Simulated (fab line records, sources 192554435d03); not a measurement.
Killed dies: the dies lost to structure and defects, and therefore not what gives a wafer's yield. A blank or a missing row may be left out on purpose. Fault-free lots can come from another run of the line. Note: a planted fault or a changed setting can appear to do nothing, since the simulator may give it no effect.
Chamber matching	flow n5 finfet	N5_MOL_CONTACT_COAG_ALD_123 on ald sin-03 has 4 sister chambers
The step deposits SiNx, target thk 5 nm, pulse time 1 s, purge time 2 s. 24 wafers are shown with their chamber, then 12 later ones without.

== EACH WAFER AND ITS CHAMBER ==
wafer	chamber	heater power w (W)	precursor pulse height rel
L077.1	2	708	1.000
L077.2	1	712	1.024
L077.3	3	853	0.989
L077.4	0	832	1.007
L077.5	3	879	1.003
L077.6	0	831	1.019
L079.1	1	700	0.993
L079.2	3	858	0.998
L079.3	2	696	1.011
L079.4	0	820	0.987
L079.5	2	700	0.993
L079.6	1	722	1.003
L085.1	3	839	1.003
L085.2	0	838	0.987
L085.3	1	712	1.018
L085.4	2	704	1.012
L085.5	0	845	1.024
L085.6	3	862	1.017
L087.3	0	833	0.989
L087.4	1	737	0.977
L087.5	1	719	0.976
L088.1	0	856	0.987
L088.3	3	856	0.988
L088.5	1	708	0.999

SIGNATURES (averages over the wafers above)
reading	chamber 0	chamber 1	chamber 2	chamber 3	scatter within a chamber
heater power w	836.43	715.71	702.00	857.83	11.3
precursor pulse height rel	1.00000	0.99857	1.00400	0.99967	0.015
Rule: for a wafer and a chamber, the distance is found by dividing, reading by reading, the gap between the wafer's reading and the chamber's mean by the reading's scatter, squaring, summing and taking the root. If the next closest chamber is less than 2 further off than the closest, the wafer can't be placed; otherwise it belongs to the closest. How the scatter is found: for the shown wafers, subtract from each reading the mean of its chamber, square and add these, divide the total by (wafers less chambers), then take the root.

== WAFERS WITH NO CHAMBER GIVEN ==
wafer	heater power w (W)	precursor pulse height rel
L089.1	894	1.002
L089.5	838	1.008
L089.6	877	1.001
L094.1	738	0.999
L094.2	709	0.977
L094.3	825	0.984
L094.4	886	0.996
L094.5	889	1.010
L094.6	832	0.969
L096.2	879	0.981
L096.4	841	0.996
L096.5	846	1.011

== WHICH CHAMBER EACH ONE RAN IN ==
wafer	from the rows above	in truth
L089.1	can't be placed: 3 or 0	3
L089.5	can't be placed: 0 or 3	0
L089.6	can't be placed: 3 or 0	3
L094.1	can't be placed: 1 or 2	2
L094.2	can't be placed: 1 or 2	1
L094.3	can't be placed: 0 or 3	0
L094.4	can't be placed: 3 or 0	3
L094.5	can't be placed: 3 or 0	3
L094.6	can't be placed: 0 or 3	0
L096.2	can't be placed: 3 or 0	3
L096.4	can't be placed: 0 or 3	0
L096.5	can't be placed: 0 or 3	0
Correct placement for 0 of the 12. From these rows, 12 cannot be placed; in 12 the true chamber is one of the candidates. Number placed wrongly: 0.
